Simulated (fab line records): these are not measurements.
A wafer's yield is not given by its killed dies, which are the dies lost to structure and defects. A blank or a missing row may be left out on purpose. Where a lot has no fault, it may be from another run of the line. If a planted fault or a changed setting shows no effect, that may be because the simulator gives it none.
The tool behind it: which one? | flow n5_finfet | Sampling: 22 lots, 66 wafers, 6 of 1938 route steps

## WHAT THE GAUGES SHOWED, per wafer
The record lacks any reading of a measuring or inspecting step that a usual standard deviation could be used to judge.

## WHICH TOOL RAN EACH LOT (tool, then ch and the chambers of the sampled wafers, then the start)
lot  | N5_BEOL_M3_ILD_DEP_00           | N5_BEOL_M3_DESCUM_16               | N5_BEOL_M3_ETCH_74                 | N5_BEOL_M3_HM_OPEN_17             | N5_BEOL_M3_ALD_98                 | N5_BEOL_M3_PRE_CLEAN_45
L074 | pecvd-04 ch 0,1, day 6 20:08    | rie_diel-05 ch 1,2, day 6 22:54    | rie_diel-05 ch 1,2, day 6 22:56    | rie_metal-03 ch 0,1, day 6 23:09  | ald_sin-01 ch 2,3, day 6 23:56    | pvd_sputter-02, day 7 01:22
L075 | pecvd-04 ch 0,1,2, day 7 07:54  | rie_diel-04 ch 0,2,3, day 7 08:34  | rie_diel-04 ch 0,2,3, day 7 08:37  | rie_metal-03 ch 0,1, day 7 08:49  | ald_sin-01 ch 0,1,3, day 7 10:20  | pvd_sputter-03, day 7 11:47
L076 | pecvd-04 ch 0,1, day 7 09:25    | rie_diel-01 ch 1,2,3, day 7 10:20  | rie_diel-01 ch 1,2,3, day 7 10:22  | rie_metal-03 ch 0,1, day 7 10:35  | ald_sin-04 ch 0,1,3, day 7 12:17  | pvd_sputter-01, day 7 17:11
L077 | pecvd-04 ch 0,1,2, day 7 15:04  | rie_diel-05 ch 0,1,3, day 7 16:58  | rie_diel-05 ch 0,1,3, day 7 17:01  | rie_metal-01 ch 0,1, day 7 17:13  | ald_sin-02 ch 1,3, day 7 18:08    | pvd_sputter-01, day 7 20:26
L078 | pecvd-02 ch 0,1, day 8 01:13    | rie_diel-04 ch 0,1,2, day 8 02:11  | rie_diel-04 ch 0,1,2, day 8 02:13  | rie_metal-01 ch 0, day 8 02:26    | ald_sin-04 ch 0,1,2, day 8 03:11  | pvd_sputter-03, day 8 05:18
L079 | pecvd-03 ch 0,2, day 8 05:22    | rie_diel-01 ch 1,3, day 8 08:13    | rie_diel-01 ch 1,3, day 8 08:15    | rie_metal-01 ch 0, day 8 08:31    | ald_sin-04 ch 1,2,3, day 8 10:33  | pvd_sputter-01, day 8 14:07
L080 | pecvd-03 ch 0,1, day 8 18:08    | rie_diel-05 ch 1,2, day 8 19:13    | rie_diel-05 ch 1,2, day 8 19:15    | rie_metal-01 ch 0, day 8 19:28    | ald_sin-04 ch 0,2, day 8 21:28    | pvd_sputter-02, day 9 01:35
L081 | pecvd-02 ch 0,2, day 8 20:44    | rie_diel-04 ch 1,2,3, day 9 00:00  | rie_diel-04 ch 1,2,3, day 9 00:02  | rie_metal-02 ch 0,1, day 9 00:17  | ald_sin-01 ch 0,1,3, day 9 01:32  | pvd_sputter-03, day 9 05:39
L082 | pecvd-02 ch 0,2, day 8 23:40    | rie_diel-01 ch 0,1,2, day 9 01:10  | rie_diel-01 ch 0,1,2, day 9 01:11  | rie_metal-03 ch 0,1, day 9 01:25  | ald_sin-04 ch 0,2, day 9 02:19    | pvd_sputter-01, day 9 09:22
L083 | pecvd-02 ch 0,2, day 9 04:42    | rie_diel-04 ch 0,1,2, day 9 05:36  | rie_diel-04 ch 0,1,2, day 9 05:38  | rie_metal-02 ch 0,1, day 9 05:50  | ald_sin-04 ch 0,1,2, day 9 06:37  | pvd_sputter-01, day 9 09:47
L084 | pecvd-04 ch 0,2, day 9 16:32    | rie_diel-04 ch 0,3, day 9 18:03    | rie_diel-04 ch 0,3, day 9 18:05    | rie_metal-03 ch 0,1, day 9 18:17  | ald_sin-01 ch 1,3, day 9 19:11    | pvd_sputter-03, day 9 20:02
L085 | pecvd-04 ch 0,1,2, day 9 23:21  | rie_diel-04 ch 1,3, day 10 00:51   | rie_diel-04 ch 1,3, day 10 00:53   | rie_metal-03 ch 0,1, day 10 01:06 | ald_sin-01 ch 0,2,3, day 10 02:02 | pvd_sputter-02, day 10 06:11
L086 | pecvd-03 ch 0,1,2, day 10 05:19 | rie_diel-04 ch 0,2,3, day 10 06:16 | rie_diel-04 ch 0,2,3, day 10 06:18 | rie_metal-02 ch 0,1, day 10 06:31 | ald_sin-01 ch 1,3, day 10 07:25   | pvd_sputter-02, day 10 10:23
L088 | pecvd-03 ch 0,1,2, day 10 19:19 | rie_diel-01 ch 1,3, day 10 22:20   | rie_diel-01 ch 1,3, day 10 22:23   | rie_metal-01 ch 0,1, day 10 22:35 | ald_sin-04 ch 0,3, day 10 23:30   | pvd_sputter-03, day 11 00:59
L089 | pecvd-04 ch 1,2, day 10 19:34   | rie_diel-01 ch 1,2,3, day 10 22:34 | rie_diel-01 ch 1,2,3, day 10 22:36 | rie_metal-02 ch 0,1, day 10 22:49 | ald_sin-04 ch 0,1,3, day 11 00:08 | pvd_sputter-03, day 11 06:26
L090 | pecvd-04 ch 1,2, day 10 23:13   | rie_diel-04 ch 1,3, day 11 01:28   | rie_diel-04 ch 1,3, day 11 01:29   | rie_metal-03 ch 1, day 11 01:43   | ald_sin-04 ch 1,3, day 11 02:48   | pvd_sputter-02, day 11 06:32
L091 | pecvd-02 ch 0,2, day 11 03:10   | rie_diel-04 ch 1,2,3, day 11 05:45 | rie_diel-04 ch 1,2,3, day 11 05:47 | rie_metal-02 ch 0,1, day 11 06:00 | ald_sin-01 ch 0,1,2, day 11 07:29 | pvd_sputter-01, day 11 10:09
L093 | pecvd-02 ch 0, day 11 18:03     | rie_diel-01 ch 1,2,3, day 11 18:44 | rie_diel-01 ch 1,2,3, day 11 18:46 | rie_metal-01 ch 0,1, day 11 18:59 | ald_sin-01 ch 0,1,2, day 11 19:44 | pvd_sputter-01, day 11 20:46
L094 | pecvd-03 ch 0,1, day 12 08:20   | rie_diel-05 ch 0,1, day 12 09:41   | rie_diel-05 ch 0,1, day 12 09:43   | rie_metal-03 ch 0,1, day 12 09:58 | ald_sin-02 ch 1,2,3, day 12 10:41 | pvd_sputter-03, day 12 14:26
L095 | pecvd-03 ch 0,1,2, day 12 08:28 | rie_diel-01 ch 0,2,3, day 12 09:50 | rie_diel-01 ch 0,2,3, day 12 09:52 | rie_metal-03 ch 0,1, day 12 10:07 | ald_sin-02 ch 1,2, day 12 10:50   | pvd_sputter-01, day 12 17:31
L096 | pecvd-04 ch 1,2, day 12 10:09   | rie_diel-05 ch 0,1,3, day 12 12:43 | rie_diel-05 ch 0,1,3, day 12 12:46 | rie_metal-02 ch 0,1, day 12 12:58 | ald_sin-02 ch 0,2,3, day 12 14:14 | pvd_sputter-03, day 12 17:45
L097 | pecvd-04 ch 0,1,2, day 12 21:12 | rie_diel-05 ch 0,1,3, day 13 01:08 | rie_diel-05 ch 0,1,3, day 13 01:10 | rie_metal-03 ch 0,1, day 13 01:26 | ald_sin-04 ch 1,3, day 13 02:37   | pvd_sputter-02, day 13 05:29
- N5_BEOL_M3_ILD_DEP_00: deposits SiOC from DEMS/O2, target thk 79 nm, time 15.3 s.
- N5_BEOL_M3_DESCUM_16: chemistry O2, time 7 s.
- N5_BEOL_M3_ETCH_74: etches underlayer in N2/H2, target depth 6.5 nm, time 5.2 s.
- N5_BEOL_M3_HM_OPEN_17: chemistry Cl2/BCl3, target TiN, target depth 20 nm, overetch 6 nm.
- N5_BEOL_M3_ALD_98: deposits SiO2, target thk 2.5 nm, pulse time 1 s, co reactant pulse time 1 s.
- N5_BEOL_M3_PRE_CLEAN_45: time 30 s.

## WHAT THE TOOLS THEMSELVES READ (means of the sampled wafers that have a number; where no wafer has one, the mark that the record gives instead)
N5_BEOL_M3_ILD_DEP_00.
lot  | tool     | heater_power_w (W) | showerhead_plenum_p_Torr (Torr) | susceptor_temp_C (C) | throttle_valve_pct (%)
L074 | pecvd-04 | 538                | 5.668                           | 349.83               | 12.8
L075 | pecvd-04 | 554                | 5.672                           | 350.18               | 12.4
L076 | pecvd-04 | 483                | 5.667                           | 349.74               | 12.6
L077 | pecvd-04 | 530                | 5.684                           | 350.07               | 12.4
L078 | pecvd-02 | 511                | 5.677                           | 349.82               | 11.7
L079 | pecvd-03 | 543                | 5.684                           | 350.05               | 11.7
L080 | pecvd-03 | 463                | 5.702                           | 349.82               | 12.0
L081 | pecvd-02 | 453                | 5.686                           | 349.81               | 12.0
L082 | pecvd-02 | 492                | 5.686                           | 349.92               | 12.0
L083 | pecvd-02 | 482                | 5.680                           | 350.15               | 12.1
L084 | pecvd-04 | 538                | 5.673                           | 350.06               | 12.3
L085 | pecvd-04 | 518                | 5.679                           | 350.04               | 12.2
L086 | pecvd-03 | 518                | 5.703                           | 349.96               | 11.4
L088 | pecvd-03 | 537                | 5.691                           | 349.80               | 11.6
L089 | pecvd-04 | 499                | 5.672                           | 350.21               | 12.1
L090 | pecvd-04 | 549                | 5.669                           | 349.94               | 12.1
L091 | pecvd-02 | 463                | 5.704                           | 349.81               | 11.3
L093 | pecvd-02 | 489                | 5.677                           | 350.17               | 11.5
L094 | pecvd-03 | 421                | 5.686                           | 350.06               | 11.9
L095 | pecvd-03 | 519                | 5.695                           | 350.20               | 11.7
L096 | pecvd-04 | 563                | 5.673                           | 349.90               | 12.0
L097 | pecvd-04 | 522                | 5.678                           | 350.06               | 12.2

N5_BEOL_M3_DESCUM_16.
lot  | tool        | drypump_motor_current_A (A) | oes_product_au (a.u.) | rf_vpp_V (V) | showerhead_plenum_p_Torr (Torr) | throttle_valve_pct (%)
L074 | rie_diel-05 | 5.7                         | 0.84                  | 241.6        | 2.02                            | 20.47
L075 | rie_diel-04 | 5.8                         | 0.82                  | 244.3        | 2.11                            | 20.19
L076 | rie_diel-01 | 5.5                         | 0.72                  | 244.1        | 2.14                            | 20.51
L077 | rie_diel-05 | 5.7                         | 0.74                  | 241.1        | 1.98                            | 20.52
L078 | rie_diel-04 | 6.2                         | 0.76                  | 243.7        | 2.12                            | 20.27
L079 | rie_diel-01 | 5.6                         | 0.71                  | 243.5        | 2.11                            | 20.56
L080 | rie_diel-05 | 5.6                         | 0.85                  | 243.1        | 2.08                            | 20.27
L081 | rie_diel-04 | 5.8                         | 0.78                  | 242.6        | 2.07                            | 20.13
L082 | rie_diel-01 | 5.4                         | 0.81                  | 243.9        | 2.13                            | 20.37
L083 | rie_diel-04 | 6.2                         | 0.76                  | 243.3        | 2.12                            | 20.29
L084 | rie_diel-04 | 6.1                         | 0.82                  | 243.4        | 2.14                            | 20.44
L085 | rie_diel-04 | 6.1                         | 0.76                  | 242.4        | 2.07                            | 20.31
L086 | rie_diel-04 | 5.9                         | 0.81                  | 243.9        | 2.10                            | 20.23
L088 | rie_diel-01 | 5.5                         | 0.69                  | 243.9        | 2.13                            | 20.54
L089 | rie_diel-01 | 5.5                         | 0.69                  | 243.0        | 2.13                            | 20.54
L090 | rie_diel-04 | 5.8                         | 0.80                  | 243.3        | 2.05                            | 20.24
L091 | rie_diel-04 | 5.8                         | 0.76                  | 242.7        | 2.07                            | 20.18
L093 | rie_diel-01 | 5.5                         | 0.69                  | 243.6        | 2.13                            | 20.55
L094 | rie_diel-05 | 5.8                         | 0.74                  | 240.5        | 1.95                            | 20.74
L095 | rie_diel-01 | 5.4                         | 0.76                  | 243.3        | 2.14                            | 20.36
L096 | rie_diel-05 | 5.7                         | 0.72                  | 241.1        | 1.96                            | 20.58
L097 | rie_diel-05 | 5.8                         | 0.72                  | 240.4        | 1.96                            | 20.58

N5_BEOL_M3_ETCH_74.
lot  | tool        | drypump_motor_current_A (A) | etch_rf_on_time_s (s) | h2_flow_sccm (sccm) | oes_product_au (a.u.) | rf_vpp_V (V) | showerhead_plenum_p_Torr (Torr) | throttle_valve_pct (%)
L074 | rie_diel-05 | 5.7                         | 5.22                  | 200.4               | 0.71                  | 519.9        | 2.44                            | 17.77
L075 | rie_diel-04 | 5.8                         | 5.13                  | 200.3               | 0.71                  | 526.0        | 2.58                            | 17.81
L076 | rie_diel-01 | 5.5                         | 5.22                  | 200.2               | 0.61                  | 524.7        | 2.60                            | 18.03
L077 | rie_diel-05 | 5.8                         | 5.27                  | 200.2               | 0.63                  | 520.0        | 2.40                            | 17.89
L078 | rie_diel-04 | 6.2                         | 5.15                  | 200.3               | 0.65                  | 524.7        | 2.58                            | 17.73
L079 | rie_diel-01 | 5.6                         | 5.24                  | 201.0               | 0.61                  | 522.6        | 2.57                            | 18.04
L080 | rie_diel-05 | 5.6                         | 5.12                  | 199.8               | 0.72                  | 523.0        | 2.52                            | 17.66
L081 | rie_diel-04 | 5.9                         | 5.13                  | 200.3               | 0.67                  | 522.7        | 2.52                            | 17.65
L082 | rie_diel-01 | 5.5                         | 5.30                  | 200.2               | 0.67                  | 525.1        | 2.59                            | 17.94
L083 | rie_diel-04 | 6.2                         | 5.14                  | 200.6               | 0.65                  | 525.5        | 2.58                            | 17.73
L084 | rie_diel-04 | 6.2                         | 5.19                  | 199.5               | 0.70                  | 525.4        | 2.61                            | 18.01
L085 | rie_diel-04 | 6.1                         | 5.15                  | 199.4               | 0.65                  | 524.0        | 2.50                            | 17.65
L086 | rie_diel-04 | 5.8                         | 5.10                  | 200.1               | 0.69                  | 524.2        | 2.57                            | 17.85
L088 | rie_diel-01 | 5.5                         | 5.23                  | 199.9               | 0.59                  | 525.9        | 2.58                            | 17.99
L089 | rie_diel-01 | 5.5                         | 5.24                  | 200.1               | 0.59                  | 525.5        | 2.59                            | 18.09
L090 | rie_diel-04 | 5.8                         | 5.18                  | 200.5               | 0.69                  | 521.8        | 2.49                            | 17.77
L091 | rie_diel-04 | 5.8                         | 5.16                  | 200.1               | 0.65                  | 522.3        | 2.52                            | 17.68
L093 | rie_diel-01 | 5.5                         | 5.29                  | 199.9               | 0.58                  | 524.6        | 2.59                            | 18.09
L094 | rie_diel-05 | 5.8                         | 5.22                  | 199.9               | 0.63                  | 518.9        | 2.36                            | 18.00
L095 | rie_diel-01 | 5.4                         | 5.30                  | 200.2               | 0.64                  | 526.0        | 2.61                            | 17.88
L096 | rie_diel-05 | 5.7                         | 5.27                  | 200.2               | 0.61                  | 519.2        | 2.38                            | 17.93
L097 | rie_diel-05 | 5.8                         | 5.24                  | 199.9               | 0.61                  | 518.9        | 2.38                            | 17.97

N5_BEOL_M3_HM_OPEN_17.
lot  | tool         | drypump_motor_current_A (A) | oes_product_au (a.u.) | throttle_valve_pct (%)
L074 | rie_metal-03 | 6.2                         | 0.64                  | 22.4
L075 | rie_metal-03 | 6.3                         | 0.59                  | 22.6
L076 | rie_metal-03 | 6.3                         | 0.59                  | 22.6
L077 | rie_metal-01 | 5.9                         | 0.64                  | 22.0
L078 | rie_metal-01 | 5.7                         | 0.69                  | 21.8
L079 | rie_metal-01 | 5.7                         | 0.68                  | 21.8
L080 | rie_metal-01 | 5.7                         | 0.68                  | 21.8
L081 | rie_metal-02 | 5.7                         | 0.59                  | 21.9
L082 | rie_metal-03 | 6.2                         | 0.63                  | 22.4
L083 | rie_metal-02 | 5.6                         | 0.59                  | 21.9
L084 | rie_metal-03 | 6.2                         | 0.58                  | 22.6
L085 | rie_metal-03 | 6.2                         | 0.57                  | 22.6
L086 | rie_metal-02 | 5.5                         | 0.64                  | 21.9
L088 | rie_metal-01 | 6.0                         | 0.79                  | 21.7
L089 | rie_metal-02 | 5.5                         | 0.63                  | 21.9
L090 | rie_metal-03 | 6.1                         | 0.67                  | 22.3
L091 | rie_metal-02 | 5.5                         | 0.63                  | 21.9
L093 | rie_metal-01 | 5.9                         | 0.72                  | 21.8
L094 | rie_metal-03 | 6.3                         | 0.77                  | 22.4
L095 | rie_metal-03 | 6.2                         | 0.72                  | 22.3
L096 | rie_metal-02 | 5.6                         | 0.57                  | 21.9
L097 | rie_metal-03 | 6.2                         | 0.76                  | 22.4

N5_BEOL_M3_ALD_98.
lot  | tool       | heater_power_w (W) | precursor_pulse_height_rel | susceptor_temp_C (C)
L074 | ald_sin-01 | 82                 | 1.003                      | 99.95
L075 | ald_sin-01 | 83                 | 1.003                      | 99.90
L076 | ald_sin-04 | 79                 | 1.014                      | 100.07
L077 | ald_sin-02 | 80                 | 0.993                      | 99.90
L078 | ald_sin-04 | 79                 | 1.019                      | 100.04
L079 | ald_sin-04 | 85                 | 1.011                      | 100.12
L080 | ald_sin-04 | 78                 | 1.007                      | 99.80
L081 | ald_sin-01 | 83                 | 0.990                      | 100.21
L082 | ald_sin-04 | 81                 | 0.987                      | 99.91
L083 | ald_sin-04 | 79                 | 0.993                      | 100.04
L084 | ald_sin-01 | 87                 | 1.025                      | 99.92
L085 | ald_sin-01 | 83                 | 0.994                      | 100.07
L086 | ald_sin-01 | 88                 | 1.019                      | 99.99
L088 | ald_sin-04 | 84                 | 0.974                      | 100.04
L089 | ald_sin-04 | 81                 | 1.016                      | 99.94
L090 | ald_sin-04 | 85                 | 1.006                      | 99.89
L091 | ald_sin-01 | 79                 | 1.003                      | 99.91
L093 | ald_sin-01 | 79                 | 0.991                      | 99.96
L094 | ald_sin-02 | 83                 | 0.994                      | 99.99
L095 | ald_sin-02 | 83                 | 1.009                      | 99.87
L096 | ald_sin-02 | 78                 | 0.992                      | 100.02
L097 | ald_sin-04 | 85                 | 0.994                      | 99.89

N5_BEOL_M3_PRE_CLEAN_45.
lot  | tool           | heater_power_w (W) | susceptor_temp_C (C)
L074 | pvd_sputter-02 | 347                | 250.03
L075 | pvd_sputter-03 | 312                | 250.02
L076 | pvd_sputter-01 | 349                | 249.91
L077 | pvd_sputter-01 | 346                | 250.08
L078 | pvd_sputter-03 | 334                | 249.74
L079 | pvd_sputter-01 | 393                | 250.10
L080 | pvd_sputter-02 | 361                | 250.02
L081 | pvd_sputter-03 | 321                | 249.95
L082 | pvd_sputter-01 | 365                | 249.66
L083 | pvd_sputter-01 | 375                | 249.99
L084 | pvd_sputter-03 | 308                | 249.84
L085 | pvd_sputter-02 | 354                | 249.92
L086 | pvd_sputter-02 | 337                | 250.08
L088 | pvd_sputter-03 | 318                | 249.86
L089 | pvd_sputter-03 | 320                | 249.98
L090 | pvd_sputter-02 | 348                | 249.94
L091 | pvd_sputter-01 | 377                | 249.95
L093 | pvd_sputter-01 | 367                | 250.11
L094 | pvd_sputter-03 | 312                | 249.91
L095 | pvd_sputter-01 | 346                | 250.11
L096 | pvd_sputter-03 | 320                | 249.86
L097 | pvd_sputter-02 | 319                | 249.98

## THE ANSWER, worked out from the rows above alone
Rule: usual is defined by the lots themselves. The widest of any qualifying gaps counts: lots, ordered by their means at a reading, are off when they make up no more than a third of the lots, leave a main group of 4 or more, and stand apart from it by 3 or more times the standard deviation of that group's means. If all means in a main group match to the digits the tables above print for the reading, that group is not used. Also off: a lot with no number at a reading for which 4 or more lots have one. The other lots that the step has rows for count as sound. After the gauges, taken in route order, come the tools' own readings; for these a lot's mean is taken, as printed above. At the first step where some lot is off, the reading lying furthest off is the one used; lots without a number count as furthest.
No lot is off on any of the readings shown, so nothing can be concluded from this.

## WHAT HAD BEEN PUT IN BY THE SIMULATOR
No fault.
